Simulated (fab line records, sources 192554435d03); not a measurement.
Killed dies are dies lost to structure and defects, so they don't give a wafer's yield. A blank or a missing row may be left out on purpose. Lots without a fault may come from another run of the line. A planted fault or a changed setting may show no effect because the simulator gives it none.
Which tool did it? | flow n5_finfet | 7 lots, 18 wafers sampled, at 8 steps of a route of 1938

WHAT THE GAUGES READ, wafer by wafer
N5_BEOL_M11_OCD_MEAS_38. Usual: trench_depth_nm 148.1 nm, standard deviation 2.5.
lot  | measured     | on     | trench_depth_nm (nm) | flag
L476 | day 10 11:41 | ocd-02 | 152.6 144.8          |
L477 | day 10 15:16 | ocd-02 | 149.5 147.2 147.6    |
L480 | day 11 10:38 | ocd-02 | 146.9 108.2 146.8    | OFF
L483 | day 12 00:31 | ocd-01 | 147.2 108.0          | OFF
L485 | day 12 15:22 | ocd-01 | 149.9 108.1          | OFF
L494 | day 15 23:56 | ocd-02 | 149.9 145.1 150.7    |
L497 | day 18 12:42 | ocd-01 | 145.2 148.7 145.4    |

N5_BEOL_M11_THK_MEAS_53: measures by xrf. Usual: M11_THK 139.9 nm, standard deviation 2.8.
lot  | measured     | on            | M11_THK (nm)      | flag
L476 | day 10 16:38 | film_metro-01 | 147.0 137.2       |
L477 | day 10 18:14 | film_metro-01 | 142.0 139.3 139.2 |
L480 | day 11 13:01 | film_metro-01 | 137.1 98.9 135.9  | OFF
L483 | day 12 02:52 | film_metro-01 | 136.9 100.1       | OFF
L485 | day 12 17:34 | film_metro-01 | 143.2 99.2        | OFF
L494 | day 16 02:21 | film_metro-01 | 142.3 137.7 142.9 |
L497 | day 18 17:17 | film_metro-02 | 137.2 140.2 134.6 |

N5_BEOL_M11_RS_MEAS_57: measures by four-point-probe. Usual: M11_RS 0.152 ohm/sq, standard deviation 0.0031.
lot  | measured     | on            | M11_RS (ohm/sq)   | flag
L476 | day 10 16:47 | film_metro-01 | 0.145 0.156       |
L477 | day 10 18:23 | film_metro-01 | 0.151 0.155 0.154 |
L480 | day 11 13:09 | film_metro-01 | 0.155 0.224 0.156 | OFF
L483 | day 12 03:00 | film_metro-02 | 0.155 0.221       | OFF
L485 | day 12 17:41 | film_metro-01 | 0.149 0.223       | OFF
L494 | day 16 02:28 | film_metro-01 | 0.149 0.156 0.149 |
L497 | day 18 17:24 | film_metro-02 | 0.154 0.150 0.157 |

N5_BEOL_M15_RC_MEAS_101. Usual: COMB_M10 1.5e-11 S/m, standard deviation 3.3e-12; COMB_M12 6.8e-12 S/m, standard deviation 1.5e-12; COMB_M13 4.9e-12 S/m, standard deviation 1.3e-12; COMB_M13_max_site 7e-12 S/m, standard deviation 1.8e-12; COMB_M14 4e-12 S/m, standard deviation 1.1e-12; COMB_M15 2.7e-12 S/m, standard deviation 9e-13; COMB_M5 3.6e-11 S/m, standard deviation 8e-12; COMB_M5_max_site 5.3e-11 S/m, standard deviation 1.2e-11; COMB_M6 2.6e-11 S/m, standard deviation 5.7e-12; COMB_M7 2.6e-11 S/m, standard deviation 6e-12; COMB_M8 2.5e-11 S/m, standard deviation 5.7e-12; COMB_M8_max_site 3.7e-11 S/m, standard deviation 9.3e-12; COMB_M9 1.4e-11 S/m, standard deviation 3.2e-12; SERP_M10 3.10 ohm/um, standard deviation 0.092; SERP_M11 3.08 ohm/um, standard deviation 0.077; SERP_M11_max_site 3.17 ohm/um, standard deviation 0.085; SERP_M12 0.639 ohm/um, standard deviation 0.019; SERP_M13 0.310 ohm/um, standard deviation 0.0062; SERP_M14 0.163 ohm/um, standard deviation 0.0048; SERP_M5 38.1 ohm/um, standard deviation 1.8; SERP_M5_max_site 39.7 ohm/um, standard deviation 2; SERP_M6 14.0 ohm/um, standard deviation 0.66; SERP_M7 14.0 ohm/um, standard deviation 0.48; SERP_M8 13.9 ohm/um, standard deviation 0.65; SERP_M9 3.09 ohm/um, standard deviation 0.094.
lot  | measured     | on        | COMB_M10 (S/m)          | COMB_M12 (S/m)          | COMB_M13 (S/m)          | COMB_M13_max_site (S/m) | COMB_M14 (S/m)          | COMB_M15 (S/m)          | COMB_M5 (S/m)           | COMB_M5_max_site (S/m)  | COMB_M6 (S/m)           | COMB_M7 (S/m)           | COMB_M8 (S/m)           | COMB_M8_max_site (S/m)  | COMB_M9 (S/m)           | SERP_M10 (ohm/um) | SERP_M11 (ohm/um) | SERP_M11_max_site (ohm/um) | SERP_M12 (ohm/um) | SERP_M13 (ohm/um) | SERP_M14 (ohm/um) | SERP_M5 (ohm/um) | SERP_M5_max_site (ohm/um) | SERP_M6 (ohm/um) | SERP_M7 (ohm/um) | SERP_M8 (ohm/um) | SERP_M9 (ohm/um) | flag
L476 | day 11 12:15 | prober-01 | 1.9e-11 1.9e-11         | 6.4e-12 7e-12           | 6.5e-12 7.6e-12         | 8.8e-12 9.8e-12         | 2.4e-12 2.7e-12         | 2.6e-12 2.5e-12         | 3.4e-11 2.3e-11         | 5.4e-11 3.6e-11         | 2.3e-11 2.2e-11         | 3.2e-11 3.2e-11         | 2.2e-11 2.6e-11         | 2.7e-11 3.1e-11         | 9e-12 1.5e-11           | 3.24 3.20         | 2.97 3.12         | 3.02 3.19                  | 0.677 0.653       | 0.309 0.307       | 0.164 0.154       | 36.7 34.9        | 38.6 36.4                 | 14.1 13.4        | 14.3 13.4        | 13.3 14.6        | 3.10 2.88        |
L477 | day 11 16:46 | prober-02 | 1.3e-11 1.3e-11 1.6e-11 | 6e-12 6.6e-12 8.2e-12   | 6.3e-12 6.8e-12 4.3e-12 | 1.05e-11 8e-12 6.2e-12  | 4.5e-12 3.3e-12 3.9e-12 | 2.6e-12 2.5e-12 2.5e-12 | 4.2e-11 5.1e-11 5.3e-11 | 7.2e-11 7.2e-11 7.7e-11 | 1.7e-11 2.2e-11 2e-11   | 1.9e-11 2.9e-11 2.1e-11 | 3.4e-11 2.9e-11 3.5e-11 | 5.9e-11 4.7e-11 5.1e-11 | 1.8e-11 1.4e-11 1.3e-11 | 3.13 3.22 3.23    | 3.02 3.15 3.15    | 3.12 3.19 3.21             | 0.634 0.607 0.639 | 0.302 0.302 0.315 | 0.170 0.170 0.171 | 38.8 38.9 37.9   | 39.9 40.3 39.2            | 13.9 15.1 14.2   | 14.2 12.8 14.2   | 13.2 14.5 13.3   | 3.06 3.08 2.98   |
L480 | day 12 10:10 | prober-02 | 1.3e-11 1.4e-11 1.5e-11 | 7.2e-12 6.6e-12 8.3e-12 | 5.8e-12 6.6e-12 5.8e-12 | 7.9e-12 8.3e-12 6.6e-12 | 5.8e-12 4.9e-12 4.3e-12 | 2.9e-12 3.8e-12 3e-12   | 4.9e-11 3.7e-11 4.1e-11 | 6e-11 5.1e-11 5.7e-11   | 3.8e-11 2.8e-11 2.6e-11 | 3.1e-11 2.6e-11 2.2e-11 | 2.3e-11 2.1e-11 2.7e-11 | 3.5e-11 3.9e-11 3.9e-11 | 1.3e-11 1.3e-11 1.3e-11 | 2.97 3.00 2.97    | 3.24 4.63 3.19    | 3.36 4.75 3.25             | 0.611 0.621 0.630 | 0.310 0.311 0.315 | 0.164 0.167 0.167 | 40.9 38.1 38.4   | 43.0 39.6 39.4            | 14.3 12.6 13.9   | 15.1 14.3 13.8   | 13.4 13.2 13.5   | 3.09 3.07 3.12   | OFF
L483 | day 13 01:58 | prober-01 | 1.4e-11 1.3e-11         | 4.5e-12 5.9e-12         | 6.7e-12 4.8e-12         | 9.7e-12 6.7e-12         | 4e-12 3.3e-12           | 1.6e-12 1.3e-12         | 3.9e-11 3.4e-11         | 4.3e-11 5.6e-11         | 2.8e-11 3.3e-11         | 2.9e-11 4e-11           | 1.7e-11 1.8e-11         | 2.8e-11 2.3e-11         | 1.2e-11 1.3e-11         | 2.93 3.02         | 3.21 4.38         | 3.32 4.75                  | 0.654 0.655       | 0.295 0.316       | 0.165 0.160       | 37.4 40.1        | 38.6 42.0                 | 13.9 13.2        | 13.5 13.3        | 13.5 12.7        | 3.18 3.08        | OFF
L485 | day 13 15:19 | prober-01 | 1.2e-11 1.3e-11         | 6.2e-12 6.4e-12         | 3.9e-12 3.8e-12         | 5.1e-12 5.5e-12         | 3e-12 2.2e-12           | 3.6e-12 2e-12           | 4.8e-11 4.7e-11         | 5.5e-11 5.9e-11         | 2e-11 2.9e-11           | 3.2e-11 3.9e-11         | 1.8e-11 2.4e-11         | 3.1e-11 3.8e-11         | 1.3e-11 1.2e-11         | 3.27 3.23         | 2.99 4.47         | 3.12 4.67                  | 0.659 0.666       | 0.299 0.303       | 0.168 0.169       | 39.8 40.0        | 41.4 41.1                 | 15.0 13.9        | 13.8 13.4        | 14.9 15.1        | 3.13 3.09        | OFF
L494 | day 17 03:13 | prober-01 | 1.5e-11 1.2e-11 1.3e-11 | 6e-12 5.1e-12 6.3e-12   | 4.1e-12 4.7e-12 4e-12   | 5.6e-12 7.3e-12 4.4e-12 | 4.3e-12 3.3e-12 2.1e-12 | 2.6e-12 1.4e-12 1.9e-12 | 3.5e-11 2.8e-11 4e-11   | 6.1e-11 3.9e-11 7.8e-11 | 3e-11 2.5e-11 2.4e-11   | 2.5e-11 2.2e-11 1.8e-11 | 2e-11 2.1e-11 3.1e-11   | 3.8e-11 2.8e-11 4.3e-11 | 1.1e-11 1.1e-11 1.2e-11 | 3.07 3.22 3.19    | 3.04 3.18 3.04    | 3.11 3.27 3.10             | 0.650 0.680 0.640 | 0.306 0.309 0.308 | 0.166 0.168 0.163 | 40.0 38.9 35.5   | 40.7 40.3 36.8            | 14.3 15.0 13.5   | 13.5 13.8 13.4   | 14.3 13.5 13.7   | 3.08 3.00 3.19   |
L497 | day 19 17:58 | prober-02 | 2e-11 2.3e-11 2.1e-11   | 8.2e-12 6.9e-12 8.1e-12 | 7.7e-12 5.1e-12 4.3e-12 | 9.3e-12 6.5e-12 5.7e-12 | 5.9e-12 4.5e-12 5.5e-12 | 3.9e-12 2.8e-12 3.6e-12 | 3.9e-11 3.9e-11 2.8e-11 | 6.7e-11 6.2e-11 4.1e-11 | 2.4e-11 2.2e-11 2.1e-11 | 2.3e-11 2.2e-11 2.8e-11 | 2.1e-11 2.5e-11 2.5e-11 | 3e-11 3.3e-11 3.5e-11   | 1e-11 1.1e-11 1.2e-11   | 3.11 3.08 3.10    | 3.21 3.10 3.13    | 3.24 3.18 3.19             | 0.651 0.660 0.637 | 0.311 0.308 0.318 | 0.163 0.163 0.166 | 37.6 38.6 36.5   | 39.0 41.0 38.4            | 14.3 14.1 13.6   | 13.9 14.8 13.8   | 13.9 13.8 13.9   | 3.15 3.22 3.19   |

WHICH TOOL RAN EACH LOT (tool, then ch and the chambers of the sampled wafers, then the start)
lot  | N5_BEOL_M11_ETCH_61                | N5_BEOL_M11_STRIP_36               | N5_BEOL_M11_TRENCH_ETCH_37         | N5_BEOL_M11_STRIP_77
L476 | rie_diel-04 ch 1,2, day 10 10:15   | rie_diel-06 ch 0,3, day 10 11:28   | rie_diel-06 ch 0,3, day 10 11:31   | rie_diel-06 ch 0,3, day 10 11:41 or earlier
L477 | rie_diel-02 ch 1,2,3, day 10 12:55 | rie_diel-06 ch 0,1,2, day 10 15:03 | rie_diel-06 ch 0,1,2, day 10 15:05 | rie_diel-06 ch 0,1,2, day 10 15:16 or earlier
L480 | rie_diel-02 ch 0,1,3, day 11 05:38 | rie_diel-06 ch 1,2, day 11 10:25   | rie_diel-06 ch 1,2, day 11 10:27   | rie_diel-06 ch 1,2, day 11 10:38 or earlier
L483 | rie_diel-02 ch 0,1, day 11 19:58   | rie_diel-06 ch 0,2, day 12 00:18   | rie_diel-06 ch 0,2, day 12 00:20   | rie_diel-06 ch 0,2, day 12 00:31 or earlier
L485 | rie_diel-06 ch 1,3, day 12 08:56   | rie_diel-06 ch 0,1, day 12 15:08   | rie_diel-06 ch 0,1, day 12 15:11   | rie_diel-06 ch 0,1, day 12 15:22 or earlier
L494 | rie_diel-02 ch 1,3, day 15 20:39   | rie_diel-02 ch 1,2,3, day 15 23:43 | rie_diel-02 ch 1,2,3, day 15 23:45 | rie_diel-02 ch 1,2,3, day 15 23:56 or earlier
L497 | rie_diel-02 ch 0,2,3, day 18 11:08 | rie_diel-02 ch 0,1,2, day 18 12:29 | rie_diel-02 ch 0,1,2, day 18 12:31 | rie_diel-02 ch 0,1,2, day 18 12:42 or earlier
- N5_BEOL_M11_ETCH_61: etches SiARC in CF4, target depth 39 nm, time 65 s.
- N5_BEOL_M11_STRIP_36: strips in N2/H2.
- N5_BEOL_M11_TRENCH_ETCH_37: etches SiCOH lowk in C4F6/O2, target depth 148.83 nm, time 48 s.
- N5_BEOL_M11_STRIP_77: strips in N2/H2, time 10 s.

WHAT THE TOOLS THEMSELVES READ (means of the sampled wafers that have a number; where no wafer has one, the mark that the record gives instead)
N5_BEOL_M11_ETCH_61. Usual: drypump_motor_current_A 5.5 A, standard deviation 0.5; etch_rf_on_time_s 65.3 s, standard deviation 1.5; oes_product_au 0.67 a.u., standard deviation 0.066; rf_vpp_V 184.1 V, standard deviation 1.1; showerhead_plenum_p_Torr 2.15 Torr, standard deviation 0.047; throttle_valve_pct 15.63 %, standard deviation 0.24.
lot  | tool        | drypump_motor_current_A (A) | etch_rf_on_time_s (s) | oes_product_au (a.u.) | rf_vpp_V (V) | showerhead_plenum_p_Torr (Torr) | throttle_valve_pct (%) | flag
L476 | rie_diel-04 | 5.5                         | 64.8                  | 0.68                  | 185.4        | 2.16                            | 15.68                  |
L477 | rie_diel-02 | 5.7                         | 65.5                  | 0.70                  | 184.5        | 2.18                            | 15.54                  |
L480 | rie_diel-02 | 5.3                         | 66.3                  | 0.62                  | 184.5        | 2.15                            | 15.65                  |
L483 | rie_diel-02 | 5.5                         | 66.5                  | 0.61                  | 184.4        | 2.12                            | 15.74                  |
L485 | rie_diel-06 | 5.9                         | 63.1                  | 0.70                  | 184.2        | 2.16                            | 15.64                  |
L494 | rie_diel-02 | 5.2                         | 66.9                  | 0.61                  | 184.3        | 2.18                            | 15.58                  |
L497 | rie_diel-02 | 5.5                         | 66.5                  | 0.69                  | 184.2        | 2.16                            | 15.55                  |

N5_BEOL_M11_STRIP_36. Usual: drypump_motor_current_A 5.5 A, standard deviation 0.48; n2_flow_sccm 200.0 sccm, standard deviation 0.59; oes_product_au 0.77 a.u., standard deviation 0.07; rf_vpp_V 59.1 V, standard deviation 1.8; showerhead_plenum_p_Torr 2.55 Torr, standard deviation 0.061; throttle_valve_pct 23.77 %, standard deviation 0.23.
lot  | tool        | drypump_motor_current_A (A) | n2_flow_sccm (sccm) | oes_product_au (a.u.) | rf_vpp_V (V) | showerhead_plenum_p_Torr (Torr) | throttle_valve_pct (%) | flag
L476 | rie_diel-06 | 5.6                         | 199.5               | 0.81                  | 58.3         | 2.50                            | 23.66                  |
L477 | rie_diel-06 | 5.4                         | 200.0               | 0.72                  | 58.4         | 2.55                            | 23.78                  |
L480 | rie_diel-06 | 5.7                         | 200.2               | 0.73                  | 58.9         | 2.55                            | 24.05                  |
L483 | rie_diel-06 | 5.3                         | 200.4               | 0.85                  | 58.5         | 2.51                            | 23.61                  |
L485 | rie_diel-06 | 5.2                         | 198.9               | 0.83                  | 60.4         | 2.56                            | 23.50                  |
L494 | rie_diel-02 | 5.7                         | 200.3               | 0.78                  | 58.7         | 2.58                            | 23.75                  |
L497 | rie_diel-02 | 5.8                         | 200.2               | 0.84                  | 58.6         | 2.53                            | 23.83                  |

N5_BEOL_M11_TRENCH_ETCH_37. Usual: drypump_motor_current_A 5.5 A, standard deviation 0.48; oes_product_au 0.77 a.u., standard deviation 0.068; rf_vpp_V 665 V, standard deviation 11; run_length_s 71.4 s, standard deviation 0.47; showerhead_plenum_p_Torr 2.86 Torr, standard deviation 0.067; throttle_valve_pct 20.99 %, standard deviation 0.16.
lot  | tool        | drypump_motor_current_A (A) | oes_product_au (a.u.) | rf_vpp_V (V) | run_length_s (s) | showerhead_plenum_p_Torr (Torr) | throttle_valve_pct (%) | flag
L476 | rie_diel-06 | 5.6                         | 0.79                  | 658          | 71.4             | 2.81                            | 20.81                  |
L477 | rie_diel-06 | 5.4                         | 0.72                  | 662          | 70.8             | 2.86                            | 21.05                  |
L480 | rie_diel-06 | 5.7                         | 0.74                  | 668          | 66.4             | 2.86                            | 21.16                  | OFF
L483 | rie_diel-06 | 5.3                         | 0.84                  | 664          | 64.2             | 2.82                            | 20.82                  | OFF
L485 | rie_diel-06 | 5.2                         | 0.82                  | 657          | 64.8             | 2.88                            | 20.82                  | OFF
L494 | rie_diel-02 | 5.7                         | 0.77                  | 667          | 71.2             | 2.89                            | 20.94                  |
L497 | rie_diel-02 | 5.8                         | 0.82                  | 662          | 71.2             | 2.83                            | 20.89                  |

N5_BEOL_M11_STRIP_77. Usual: drypump_motor_current_A 5.5 A, standard deviation 0.48; n2_flow_sccm 200.1 sccm, standard deviation 0.58; oes_product_au 0.77 a.u., standard deviation 0.07; rf_vpp_V 59.2 V, standard deviation 0.86; showerhead_plenum_p_Torr 2.55 Torr, standard deviation 0.061; throttle_valve_pct 23.77 %, standard deviation 0.23.
lot  | tool        | drypump_motor_current_A (A) | n2_flow_sccm (sccm) | oes_product_au (a.u.) | rf_vpp_V (V) | showerhead_plenum_p_Torr (Torr) | throttle_valve_pct (%) | flag
L476 | rie_diel-06 | 5.6                         | 199.8               | 0.80                  | 59.2         | 2.51                            | 23.62                  |
L477 | rie_diel-06 | 5.4                         | 200.1               | 0.72                  | 60.2         | 2.55                            | 23.78                  |
L480 | rie_diel-06 | 5.7                         | 199.9               | 0.73                  | 59.6         | 2.55                            | 24.04                  |
L483 | rie_diel-06 | 5.3                         | 199.7               | 0.86                  | 58.8         | 2.51                            | 23.60                  |
L485 | rie_diel-06 | 5.2                         | 200.5               | 0.83                  | 58.2         | 2.56                            | 23.49                  |
L494 | rie_diel-02 | 5.7                         | 199.9               | 0.77                  | 59.3         | 2.58                            | 23.75                  |
L497 | rie_diel-02 | 5.8                         | 199.6               | 0.84                  | 59.0         | 2.53                            | 23.82                  |

THE ANSWER, worked out from the rows above alone
Rule: a lot is off if the mean of its wafers that have a number lies more than 3 standard deviations from the usual mean. A lot without any number at a reading at which 4 lots or more have one is off too. The other lots that the step has rows for count as sound. The gauges are gone through in route order, then the tools' own readings, and for those a lot's mean is taken as printed above. The first step at which some lot is off is used, and at that step the reading that is off furthest; a lot without a number counts as furthest.
Off: L480, L483, L485, at N5_BEOL_M11_OCD_MEAS_38 (trench_depth_nm).
A tool fits if, at a process step before that reading, it ran every lot that is off, and no sound lot after the first of them. The gauges at N5_BEOL_M11_OCD_MEAS_38 aren't tried: what is off there is off at N5_BEOL_M11_THK_MEAS_53 too, on other tools, and a gauge's error can't cause that. N5_BEOL_M11_STRIP_77 gives no start for some lots, so the hours and the order of its lots are those of N5_BEOL_M11_OCD_MEAS_38. One fits: rie_diel-06 at N5_BEOL_M11_STRIP_36 and N5_BEOL_M11_TRENCH_ETCH_37 and N5_BEOL_M11_STRIP_77. At N5_BEOL_M11_STRIP_36 its last sound lot is L477 (day 10 15:03), its first lot that is off L480 (day 11 10:25): a fault that began between those two fits.

WHAT THE SIMULATOR HAD PUT IN
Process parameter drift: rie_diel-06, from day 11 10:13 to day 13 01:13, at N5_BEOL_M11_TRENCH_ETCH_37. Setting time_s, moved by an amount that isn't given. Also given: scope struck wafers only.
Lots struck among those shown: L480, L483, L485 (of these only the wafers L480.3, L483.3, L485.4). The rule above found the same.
